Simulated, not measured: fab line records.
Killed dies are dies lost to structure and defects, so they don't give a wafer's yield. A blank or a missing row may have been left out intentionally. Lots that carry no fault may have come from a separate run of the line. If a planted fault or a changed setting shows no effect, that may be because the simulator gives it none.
fab line records	flow n5Finfet
record lots=4	wafers=12	lastDay=17
route steps=1938 shown BEOL_M4@1099 BEOL_M5@1112 PASSIVATION@1936
lots that met no fault: taken from a fault-free run of the same line
startH: the number of hours between the record's first day and the start of the first shown wafer of the lot	waitH: hours since the lot's step before	" repeats the value in the row above	L1.1+2: several wafers, shown together as one row	- either no value or no given start	* or withheld: withheld	< > ~ a bound
route shown NAME@n: names a module that has steps shown in the file, with the first one's number in the route	usual: mean/standard deviation of fault-free wafers	same: alike in all rows	chamber/n: place in a boat	sites: the reading at each site	_std_site: the values' standard deviation	_edge_site: inner sites' mean taken away from outer sites' mean	radiusMm: how far each site lies from the wafer's centre	mask NAME#n: copy n	behind: the most recent tool/chamber to have shaped the wafer	hold: reason for holding the lot/hours on hold/outcome of the hold	device: names the non-switching transistor (n, p or np)	end of line: tests of these same wafers at the route's end	a step given without rows: its recipe and nothing more	killed: dies lost to structure and defects at the first sort, not the wafer's yield	map: a wafer's dies, marking killed ones x, the rest . and places with no die _
set.NAME: the run value of the setting; set.NAME@STEP: its run value at that earlier step	model.NAME: the simulator's own value behind a step, which no gauge read
a table for each step, a row for each wafer; lots at some steps of the route
services: from which hour (startH, from the record's first day; less than 0 if before it) a tool's chamber was out of use, for how many hours, and why
## steps
# step N5_BEOL_M4_ANNEAL_95
# recipe tempC=400	timeS=240	ambient=vacuum
# step N5_BEOL_M4_SPUTTER_96
# recipe material=Cu	targetThkA=45	tempC=-20	chamberPressurePa=0.07	powerW=withheld	timeS=8.29
# step N5_BEOL_M4_ECD_50
# recipe material=Cu	targetThkA=3000
# step N5_BEOL_M4_ANNEAL_51
# recipe tempC=225	timeS=90	ambient=N2
# step N5_BEOL_M4_CMP_52
# recipe stopOn=SiOC	tOverpolishS=6.8	downForcePsi=1	platenRpm=50	clearingPlatenDownForcePsi=1.5	clearingPlatenRpm=50	postCmpClean=cuAlkaline	targetThkNm=40	clearingPlatenPadVelocityMS=0.99484	padVelocityMS=0.99484
# step N5_BEOL_M4_PRE_CLEAN_60
# recipe gas=NH3/H2	timeS=15	tempC=*	rfPowerW=300
# step N5_BEOL_M4_CO_CAP_55
# recipe material=Co	targetThkA=20	tempC=200	precursor=CCTBA/H2	pressureTorr=30	timeS=102.1
# step N5_BEOL_M4_PRE_CLEAN_56
# recipe gas=NH3	timeS=15	tempC=withheld	rfPowerW=300
# step N5_BEOL_M4_DEP_57
# recipe material=SiCN	targetThkA=80	tempC=withheld	precursor=3MS/NH3	pressureTorr=3	rfW=202	timeS=14
# step N5_BEOL_M4_RC_MEAS_101
# usual DIBL_N=36.3/1.4	DIBL_P=36.2/1.5	IOFF_N=0.160/0.021	IOFF_P=0.211/0.027	ION_N=676/7.7	ION_P=463/5.5	SS_N=71.4/0.57	SS_P=73.3/0.58	VT_N=249.3/2.5	VT_P=-250.1/2.6
lot.wafer	tool	chamber	startH	waitH	DIBL_N[mV/V]	DIBL_P[mV/V]	IOFF_N[nA/um]	IOFF_P[nA/um]	ION_N[uA/um]	ION_P[uA/um]	SS_N[mV/dec]	SS_P[mV/dec]	VT_N[mV]	VT_P[mV]
L902.1	prober-01	0	214.24	0.0	36.2	33.7	0.142	0.184	674	459	71.1	72.7	248.7	-250.0
L902.2	"	0	"	"	36.5	34.9	0.147	0.196	670	467	71.1	72.8	248.7	-246.6
L902.4	"	0	"	"	36.7	35.3	0.152	0.205	681	463	71.1	73.5	248.6	-249.8
L910.2	prober-02	0	260.93	0.2	38.2	36.8	0.173	0.255	680	475	72.0	73.2	246.5	-247.3
L910.3	"	0	"	"	39.0	37.5	0.184	0.272	672	468	72.5	73.5	247.7	-243.9
L910.5	"	0	"	"	36.9	35.7	0.155	0.238	669	465	71.5	73.7	249.3	-247.5
L908.4	prober-01	0	261.02	0.5	35.5	35.5	0.155	0.215	680	468	71.2	73.2	253.7	-250.6
L908.5	"	0	"	"	34.2	35.0	0.144	0.199	676	468	70.8	72.9	249.9	-249.5
L908.6	"	0	"	"	35.5	35.8	0.159	0.211	679	468	71.2	73.4	251.2	-249.6
L917.2	prober-01	0	308.47	0.2	35.3	35.3	0.154	0.207	680	471	71.7	73.1	250.3	-251.8
L917.4	"	0	"	"	34.4	34.6	0.138	0.186	663	460	70.7	72.6	254.1	-249.7
L917.5	"	0	"	"	36.3	36.6	0.164	0.222	673	463	72.2	73.5	249.9	-250.5
# step N5_BEOL_M5_ILD_DEP_00
# recipe material=SiCOH_lowk	targetThkA=1406.4	tempC=300	precursor=DEMS/porogen	pressureTorr=5	rfW=500	timeS=25.9
# step N5_BEOL_M5_CURE_79
# recipe tempC=385	timeS=240	ambient=He/Ar	material=SiCOH_lowk
# step N5_BEOL_M5_PECVD_70
# recipe material=SiO2	targetThkA=160	tempC=400	precursor=TEOS/O2	pressureTorr=5.5	rfW=450	teosFlowSccm=53.8	gas=O2	flowSccm=3000	timeS=18
# step N5_BEOL_M5_HM_DEP_02
# recipe material=TiN	targetThkA=200	tempC=25	chamberPressurePa=0.49996
# step N5_BEOL_M5_COAT_59
# recipe resist=SOC	tempC=250	timeS=60	spinRpm=1500	resistThkNm=60
# step N5_BEOL_M5_COAT_60
# recipe resist=SiARC	tempC=220	timeS=60	spinRpm=1500	resistThkNm=12
# step N5_BEOL_M5_COAT_71
# recipe resist=underlayer	tempC=205	timeS=60	spinRpm=1500	resistThkNm=5
# step N5_BEOL_M5_COAT_05
# recipe resist=CAR-EUV	spinRpm=1500	resistThkNm=30
# step N5_BEOL_M5_EBR_07
# recipe solvent=PGMEA	ebrWidthMm=1.5
# step N5_BEOL_M5_SOFTBAKE_06
# recipe tempC=110	timeS=60	resist=CAR-EUV
# step N5_BEOL_M5_EXPOSE_08
# recipe maskId=M5	na=0.33	sourceShape=annular	sigmaInner=0.4	sigmaOuter=0.8	polarization=unpolarized	targetCdNm=28	doseMj=35.75
# step N5_BEOL_M5_PEB_09
# recipe pebTempC=100	pebTimeS=60	resist=CAR-EUV
# step N5_BEOL_M5_DEVELOP_10
# recipe developTimeS=30	developer=TMAH	resist=CAR-EUV	rinseLiquid=surfactantRinse	dry=airSpin	devTempC=23
# step N5_BEOL_M5_DESCUM_16
# recipe chemistry=O2	timeS=7	sourcePowerW=50	biasPowerW=20	pressureMtorr=20	rfFrequencyHz=2.712e+07	tempC=40	resist=CAR-EUV	o2FlowSccm=225
# step N5_BEOL_M5_ETCH_72
# recipe chemistry=N2/H2	target=underlayer	targetDepthA=65	maskMaterial=CAR-EUV	timeS=5.2	ionEnergyEv=200	pressureMtorr=30	sourceW=840	biasW=150	n2FlowSccm=200	h2FlowSccm=200	ends=cleared
# step N5_BEOL_M5_ETCH_61
# recipe chemistry=CF4	target=SiARC	targetDepthA=156	maskMaterial=CAR-EUV	timeS=26	ionEnergyEv=80	pressureMtorr=40	sourceW=545	biasW=36	Ar_flow_sccm=100	cf4FlowSccm=100	ends=cleared
# step N5_BEOL_M5_ETCH_62
# recipe chemistry=N2/H2	target=SOC	targetDepthA=750	overetchA=150	maskMaterial=SiARC	tempC=40	timeS=112.5	ionEnergyEv=200	pressureMtorr=30	sourceW=840	biasW=150	n2FlowSccm=200	h2FlowSccm=200
# step N5_BEOL_M5_STRIP_63
# recipe chemistry=N2/H2	tempC=40	n2FlowSccm=200	h2FlowSccm=200	rfFrequencyHz=6e+07
# step N5_BEOL_M5_STRIP_73
# recipe chemistry=N2/H2	tempC=40	n2FlowSccm=200	h2FlowSccm=200	rfFrequencyHz=6e+07
# step N5_BEOL_M5_STRIP_64
# recipe chemistry=CF4	resist=SiARC	powerW=300	biasPowerW=75	pressureMtorr=50	cf4FlowSccm=150	rfFrequencyHz=6e+07
# step N5_BEOL_M5_HM_OPEN_17
# recipe chemistry=Cl2/BCl3	targetDepthA=200	overetchA=60	target=TiN	maskMaterial=SOC	ionEnergyEv=150	pressureMtorr=10	icpW=1000	biasW=126	Cl2_flow_sccm=53.25	bcl3FlowSccm=21.75	Ar_flow_sccm=25
# step N5_BEOL_M5_STRIP_19
# recipe chemistry=O2	powerW=400	tempC=40	pressureMtorr=30	rfFrequencyHz=6e+07	biasPowerW=0	overashFraction=0.2	o2FlowSccm=225
# step N5_BEOL_M5_COAT_65
# recipe resist=SOC	tempC=250	timeS=60	spinRpm=1500	resistThkNm=60
# step N5_BEOL_M5_COAT_66
# recipe resist=SiARC	tempC=220	timeS=60	spinRpm=1500	resistThkNm=12
# step N5_BEOL_M5_ETCH_41
# recipe chemistry=CH3F/O2	target=SiCN	targetDepthA=315	taperDeg=2	timeS=56.7	ionEnergyEv=120	maskMaterial=TiN	pressureMtorr=30	sourceW=395	biasW=75	Ar_flow_sccm=150	CH3F_flow_sccm=30	O2_flow_sccm=20
# usual CH3F_flow_sccm=30.00/0.08	O2_flow_sccm=20.01/0.057	drypumpMotorCurrentA=5.8/0.5	mfcArSccm=150.0/0.49	oesProductAu=0.81/0.077	rfVppV=298.1/1.5	showerheadPlenumPTorr=2.03/0.059	throttleValvePct=16.23/0.23
lot.wafer	tool	chamber	startH	waitH	CH3F_flow_sccm	O2_flow_sccm	drypumpMotorCurrentA	mfcArSccm	oesProductAu	rfHoursCounterH	rfVppV	showerheadPlenumPTorr	throttleValvePct
L902.1	rieDiel-03	3	219.31	-	30.13	20.01	5.7	150.0	0.91	36	300.0	2.04	16.15
L902.2	"	1	"	"	29.97	20.04	6.6	150.1	0.72	212	300.4	2.06	16.43
L902.4	"	2	"	"	30.01	20.04	6.4	149.7	0.86	50	299.8	2.12	16.12
L908.4	rieDiel-02	2	264.52	-	-	-	-	-	-	-	-	-	-
L908.5	"	0	"	"	-	-	-	-	-	-	-	-	-
L908.6	"	1	"	"	-	-	-	-	-	-	-	-	-
L910.2	rieDiel-03	3	266.37	-	-	-	-	-	-	-	-	-	-
L910.3	"	1	"	"	-	-	-	-	-	-	-	-	-
L910.5	"	0	"	"	-	-	-	-	-	-	-	-	-
L917.2	rieDiel-03	2	311.81	-	29.91	20.05	6.4	150.3	0.82	78	300.1	2.11	16.17
L917.4	"	3	"	"	29.91	20.01	5.7	150.0	0.85	67	298.2	2.03	16.21
L917.5	"	3	"	"	29.90	20.08	5.7	150.2	0.85	-	297.8	2.03	16.21
# step N5_PASSIVATION_PROBE_49
# usual defectLimitedYield=91.3/1.4	killed_at_M0_to_M3=34/10	killed_at_M4_up=13/4.8	killedAtContacts=12/6.1	killedAtFrontEnd=40/11	killedAtOther=3.7/2.8	killedDies=103/16	killedOnRim=13/3.6	killedOpen=67/12	killedShort=34/7.4	sort_bin_5_function=5.1/0.95	sort_bin_6_memory=3.2/0.62	sortNPass=1077/16	sortYieldPct=91.3/1.4
# same grossDies=1180	killedAtBackSide=0	sort_bin_4_leakage[%]=0	sort_bin_8_speed[%]=0
lot.wafer	tool	chamber	startH	waitH	defectLimitedYield[%]	killed_at_M0_to_M3	killed_at_M4_up	killedAtContacts	killedAtFrontEnd	killedAtOther	killedDies	killedOnRim	killedOpen	killedShort	sort_bin_5_function[%]	sort_bin_6_memory[%]	sortNPass	sortYieldPct[%]
L902.1	prober-02	-	315.74	0.0	92.6	19	17	18	30	3	87	18	64	22	4.2	3.0	1093	92.6
L902.2	prober-02	-	315.79	0.1	90.5	49	11	15	26	11	112	17	71	41	4.9	4.2	1068	90.5
L902.4	prober-02	-	315.89	0.2	88.5	62	11	32	25	6	136	11	86	50	7.8	3.3	1044	88.5
L908.4	prober-01	-	362.23	0.2	0	25	1081	14	54	6	1180	152	84	33	95.8	4.1	0	0
L908.5	prober-01	-	362.28	0.2	0	16	1091	21	44	8	1180	152	72	23	96.7	3.3	0	0
L908.6	prober-01	-	362.33	0.3	0	30	1070	8	67	5	1180	152	91	36	95.0	4.7	0	0
L910.2	prober-01	-	368.67	0.1	0	22	1089	3	59	7	1180	152	59	39	96.9	3.0	0	0
L910.3	prober-01	-	368.72	0.1	0	17	1118	4	37	4	1180	152	53	16	97.1	2.6	0	0
L910.5	prober-01	-	368.82	0.2	0	24	1086	14	49	7	1180	152	65	30	96.1	3.7	0	0
# killed by level:class
L902.1 MOL_CONTACT_COAG:geometricParticle:open=15 DUMMY_GATE:geometricParticle:open=10 BEOL_M4:geometricParticle:open=10 STI_FIN_REVEAL:geometricParticle:open=5 BEOL_M0_SAQP:geometricParticle:short=5 DUMMY_GATE:geometricParticle:short=3 GATE_CUT:geometricParticle:open=3 BEOL_M3:geometricParticle:open=3
L902.2 BEOL_M0_SAQP:geometricParticle:short=15 MOL_CONTACT_COAG:geometricParticle:open=12 BEOL_M0_SAQP:geometricParticle:open=9 FIN_SAQP:geometricParticle:open=7 BEOL_M3:geometricParticle:open=7 BEOL_M1:geometricParticle:open=6 BEOL_M4:geometricParticle:open=6 BEOL_M2:geometricParticle:open=5
L902.4 MOL_CONTACT_COAG:geometricParticle:open=24 BEOL_M0_SAQP:geometricParticle:short=18 BEOL_M0_SAQP:geometricParticle:open=17 BEOL_M3:geometricParticle:open=13 MOL_CONTACT_COAG:geometricParticle:short=8 STI_FIN_REVEAL:geometricParticle:open=6 BEOL_M4:geometricParticle:open=6 FIN_SAQP:geometricParticle:short=4
L908.4 BEOL_M5:areaEtch=1062 STI_FIN_REVEAL:geometricParticle:open=20 MOL_CONTACT_COAG:geometricParticle:open=11 BEOL_M1:geometricParticle:open=8 BEOL_M0_SAQP:geometricParticle:open=7 BEOL_M4:geometricParticle:short=7 FIN_SAQP:geometricParticle:open=6 STARTING-WAFER:geometricParticle:open=6
L908.5 BEOL_M5:areaEtch=1084 STI_FIN_REVEAL:geometricParticle:open=19 MOL_CONTACT_COAG:geometricParticle:open=18 FIN_SAQP:geometricParticle:open=8 FIN_SAQP:geometricParticle:short=5 BEOL_M0_SAQP:geometricParticle:open=5 ILD0:geometricParticle:open=3 MOL_CONTACT_COAG:geometricParticle:short=3
L908.6 BEOL_M5:areaEtch=1052 FIN_SAQP:geometricParticle:open=17 STI_FIN_REVEAL:geometricParticle:open=17 GATE_CUT:geometricParticle:short=9 BEOL_M0_SAQP:geometricParticle:short=7 ILD0:geometricParticle:open=7 BEOL_M0_SAQP:geometricParticle:open=7 BEOL_M5:geometricParticle:open=7
L910.2 BEOL_M5:areaEtch=1082 FIN_SAQP:geometricParticle:open=16 FIN_SAQP:geometricParticle:short=14 STI_FIN_REVEAL:geometricParticle:open=11 DUMMY_GATE:geometricParticle:open=5 BEOL_M1:geometricParticle:open=5 STI_FIN_REVEAL:geometricParticle:short=4 BEOL_M2:geometricParticle:open=4
L910.3 BEOL_M5:areaEtch=1109 FIN_SAQP:geometricParticle:open=11 STI_FIN_REVEAL:geometricParticle:open=6 DUMMY_GATE:geometricParticle:open=6 BEOL_M2:geometricParticle:open=5 MOL_CONTACT_COAG:geometricParticle:open=4 BEOL_M0_SAQP:geometricParticle:short=3 BEOL_M8:geometricParticle:open=3
L910.5 BEOL_M5:areaEtch=1084 FIN_SAQP:geometricParticle:open=15 MOL_CONTACT_COAG:geometricParticle:open=11 BEOL_M2:geometricParticle:open=9 FIN_SAQP:geometricParticle:short=7 STI_FIN_REVEAL:geometricParticle:open=5 GATE_CUT:geometricParticle:short=5 BEOL_M0_SAQP:geometricParticle:open=4
# map L908.4 (x killed, . not)
_________________xxxxxxxxxxxx________________
______________xxxxxxxxxxxxxxxxxx_____________
___________xxxxxxxxxxxxxxxxxxxxxxxx__________
__________xxxxxxxxxxxxxxxxxxxxxxxxxx_________
________xxxxxxxxxxxxxxxxxxxxxxxxxxxxxx_______
_______xxxxxxxxxxxxxxxxxxxxxxxxxxxxxxxx______
______xxxxxxxxxxxxxxxxxxxxxxxxxxxxxxxxxx_____
_____xxxxxxxxxxxxxxxxxxxxxxxxxxxxxxxxxxxx____
____xxxxxxxxxxxxxxxxxxxxxxxxxxxxxxxxxxxxxx___
___xxxxxxxxxxxxxxxxxxxxxxxxxxxxxxxxxxxxxxxx__
___xxxxxxxxxxxxxxxxxxxxxxxxxxxxxxxxxxxxxxxx__
__xxxxxxxxxxxxxxxxxxxxxxxxxxxxxxxxxxxxxxxxxx_
__xxxxxxxxxxxxxxxxxxxxxxxxxxxxxxxxxxxxxxxxxx_
_xxxxxxxxxxxxxxxxxxxxxxxxxxxxxxxxxxxxxxxxxxxx
_xxxxxxxxxxxxxxxxxxxxxxxxxxxxxxxxxxxxxxxxxxxx
_xxxxxxxxxxxxxxxxxxxxxxxxxxxxxxxxxxxxxxxxxxxx
_xxxxxxxxxxxxxxxxxxxxxxxxxxxxxxxxxxxxxxxxxxxx
_xxxxxxxxxxxxxxxxxxxxxxxxxxxxxxxxxxxxxxxxxxxx
_xxxxxxxxxxxxxxxxxxxxxxxxxxxxxxxxxxxxxxxxxxxx
_xxxxxxxxxxxxxxxxxxxxxxxxxxxxxxxxxxxxxxxxxxxx
_xxxxxxxxxxxxxxxxxxxxxxxxxxxxxxxxxxxxxxxxxxxx
__xxxxxxxxxxxxxxxxxxxxxxxxxxxxxxxxxxxxxxxxxx_
__xxxxxxxxxxxxxxxxxxxxxxxxxxxxxxxxxxxxxxxxxx_
___xxxxxxxxxxxxxxxxxxxxxxxxxxxxxxxxxxxxxxxx__
___xxxxxxxxxxxxxxxxxxxxxxxxxxxxxxxxxxxxxxxx__
____xxxxxxxxxxxxxxxxxxxxxxxxxxxxxxxxxxxxxx___
_____xxxxxxxxxxxxxxxxxxxxxxxxxxxxxxxxxxxx____
______xxxxxxxxxxxxxxxxxxxxxxxxxxxxxxxxxx_____
_______xxxxxxxxxxxxxxxxxxxxxxxxxxxxxxxx______
________xxxxxxxxxxxxxxxxxxxxxxxxxxxxxx_______
__________xxxxxxxxxxxxxxxxxxxxxxxxxx_________
___________xxxxxxxxxxxxxxxxxxxxxxxx__________
______________xxxxxxxxxxxxxxxxxx_____________
_________________xxxxxxxxxxxx________________
# map L910.2 (x killed, . not)
_________________xxxxxxxxxxxx________________
______________xxxxxxxxxxxxxxxxxx_____________
___________xxxxxxxxxxxxxxxxxxxxxxxx__________
__________xxxxxxxxxxxxxxxxxxxxxxxxxx_________
________xxxxxxxxxxxxxxxxxxxxxxxxxxxxxx_______
_______xxxxxxxxxxxxxxxxxxxxxxxxxxxxxxxx______
______xxxxxxxxxxxxxxxxxxxxxxxxxxxxxxxxxx_____
_____xxxxxxxxxxxxxxxxxxxxxxxxxxxxxxxxxxxx____
____xxxxxxxxxxxxxxxxxxxxxxxxxxxxxxxxxxxxxx___
___xxxxxxxxxxxxxxxxxxxxxxxxxxxxxxxxxxxxxxxx__
___xxxxxxxxxxxxxxxxxxxxxxxxxxxxxxxxxxxxxxxx__
__xxxxxxxxxxxxxxxxxxxxxxxxxxxxxxxxxxxxxxxxxx_
__xxxxxxxxxxxxxxxxxxxxxxxxxxxxxxxxxxxxxxxxxx_
_xxxxxxxxxxxxxxxxxxxxxxxxxxxxxxxxxxxxxxxxxxxx
_xxxxxxxxxxxxxxxxxxxxxxxxxxxxxxxxxxxxxxxxxxxx
_xxxxxxxxxxxxxxxxxxxxxxxxxxxxxxxxxxxxxxxxxxxx
_xxxxxxxxxxxxxxxxxxxxxxxxxxxxxxxxxxxxxxxxxxxx
_xxxxxxxxxxxxxxxxxxxxxxxxxxxxxxxxxxxxxxxxxxxx
_xxxxxxxxxxxxxxxxxxxxxxxxxxxxxxxxxxxxxxxxxxxx
_xxxxxxxxxxxxxxxxxxxxxxxxxxxxxxxxxxxxxxxxxxxx
_xxxxxxxxxxxxxxxxxxxxxxxxxxxxxxxxxxxxxxxxxxxx
__xxxxxxxxxxxxxxxxxxxxxxxxxxxxxxxxxxxxxxxxxx_
__xxxxxxxxxxxxxxxxxxxxxxxxxxxxxxxxxxxxxxxxxx_
___xxxxxxxxxxxxxxxxxxxxxxxxxxxxxxxxxxxxxxxx__
___xxxxxxxxxxxxxxxxxxxxxxxxxxxxxxxxxxxxxxxx__
____xxxxxxxxxxxxxxxxxxxxxxxxxxxxxxxxxxxxxx___
_____xxxxxxxxxxxxxxxxxxxxxxxxxxxxxxxxxxxx____
______xxxxxxxxxxxxxxxxxxxxxxxxxxxxxxxxxx_____
_______xxxxxxxxxxxxxxxxxxxxxxxxxxxxxxxx______
________xxxxxxxxxxxxxxxxxxxxxxxxxxxxxx_______
__________xxxxxxxxxxxxxxxxxxxxxxxxxx_________
___________xxxxxxxxxxxxxxxxxxxxxxxx__________
______________xxxxxxxxxxxxxxxxxx_____________
_________________xxxxxxxxxxxx________________
## services
tool	chamber	startH	hours	kind
rieDiel-02	1	210.87	-	clean
rieDiel-02	1	210.87	-	consumableReplace:focusRing
rieDiel-02	1	210.87	26.1	scheduledDown
rieDiel-02	1	210.87	26.1	ventCycle
rieDiel-03	3	214.67	3.1	repair
rieDiel-02	-	219.04	0.7	repair
rieDiel-03	2	224.91	9.3	repair
rieDiel-03	0	240.51	12.8	repair
rieDiel-02	3	256.42	2.8	repair
rieDiel-02	3	259.42	-	clean
rieDiel-02	3	259.42	-	consumableReplace:focusRing
rieDiel-02	3	259.42	25.7	scheduledDown
rieDiel-02	3	259.42	25.7	ventCycle
rieDiel-02	2	267.02	6.3	repair
## key
firstSign step=N5_BEOL_M5_ETCH_41	reading=toolRecord	direction=missing
effect step=N5_PASSIVATION_PROBE_49	reading=killed_at_M4_up	direction=up	sigmas=99+	usual=13	struck=1089
moreKillsBornAt N5_BEOL_M5_ETCH_41@rieDiel-03=3275	N5_BEOL_M5_ETCH_41@rieDiel-02=3198
metAt N5_BEOL_M5_ETCH_41
struckWafers L908.4,L908.5,L908.6,L910.2,L910.3,L910.5
laterRowsLeftOut L908.4,L908.5,L908.6,L910.2,L910.3,L910.5
onsetBetween 219.31 264.52
fault kind=skippedStepWhole	tool=rieDiel-02,rieDiel-03	chamber=-	onsetH=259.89	steps=N5_BEOL_M5_ETCH_41	scope=struckLotsOnly
# laterRowsLeftOut: the simulator's readings of these wafers behind a module that went badly wrong aren't trusted and aren't shown, but for the sort
